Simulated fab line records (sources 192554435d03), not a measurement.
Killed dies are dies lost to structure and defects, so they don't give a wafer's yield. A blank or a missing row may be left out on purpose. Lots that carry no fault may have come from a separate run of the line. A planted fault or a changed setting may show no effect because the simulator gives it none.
Matching of chambers || flow n5Finfet || N5_GATE_CUT_ETCH_37 on rieDiel-02: 4 sister chambers
The step etches SOC in N2/H2, target depth 60 nm, overetch 12 nm, time 90 s. 4 wafers are shown with their chamber, then 7 later ones without.

== WAFERS PAIRED WITH THEIR CHAMBERS ==
{"wafer": "L080.3", "chamber": 1, "showerheadPlenumPTorr (Torr)": 2.60}
{"wafer": "L083.1", "chamber": 2, "showerheadPlenumPTorr (Torr)": 2.53}
{"wafer": "L084.3", "chamber": 0, "showerheadPlenumPTorr (Torr)": 2.65}
{"wafer": "L084.4", "chamber": 3, "showerheadPlenumPTorr (Torr)": 2.71}

== WAFERS MISSING THEIR CHAMBER ==
{"wafer": "L084.6", "showerheadPlenumPTorr (Torr)": 2.65}
{"wafer": "L089.2", "showerheadPlenumPTorr (Torr)": 2.71}
{"wafer": "L089.3", "showerheadPlenumPTorr (Torr)": 2.60}
{"wafer": "L089.5", "showerheadPlenumPTorr (Torr)": 2.64}
{"wafer": "L091.1", "showerheadPlenumPTorr (Torr)": 2.53}
{"wafer": "L091.4", "showerheadPlenumPTorr (Torr)": 2.60}
{"wafer": "L091.6", "showerheadPlenumPTorr (Torr)": 2.70}

== EACH ONE'S CHAMBER ==
{"wafer": "L084.6", "from the rows above": 0, "in truth": 0}
{"wafer": "L089.2", "from the rows above": 3, "in truth": 3}
{"wafer": "L089.3", "from the rows above": 1, "in truth": 1}
{"wafer": "L089.5", "from the rows above": 0, "in truth": 0}
{"wafer": "L091.1", "from the rows above": 2, "in truth": 2}
{"wafer": "L091.4", "from the rows above": 1, "in truth": 1}
{"wafer": "L091.6", "from the rows above": 3, "in truth": 3}
Placed correctly: 7 of 7. Left unplaced by these rows: 0. Wrongly placed: 0.
How it was worked out, from the rows above alone: a wafer's distance from a chamber is the root of the sum, over the readings, of the square of ((its reading less the chamber's mean) divided by the reading's scatter). The wafer belongs to the nearest chamber; if the next one is less than 2 further off, it can't be placed. The mean given for a chamber averages the wafers shown for that chamber. The scatter: root of mean squared gap, hidden wafer to nearest shown wafer, with one shown wafer a chamber.
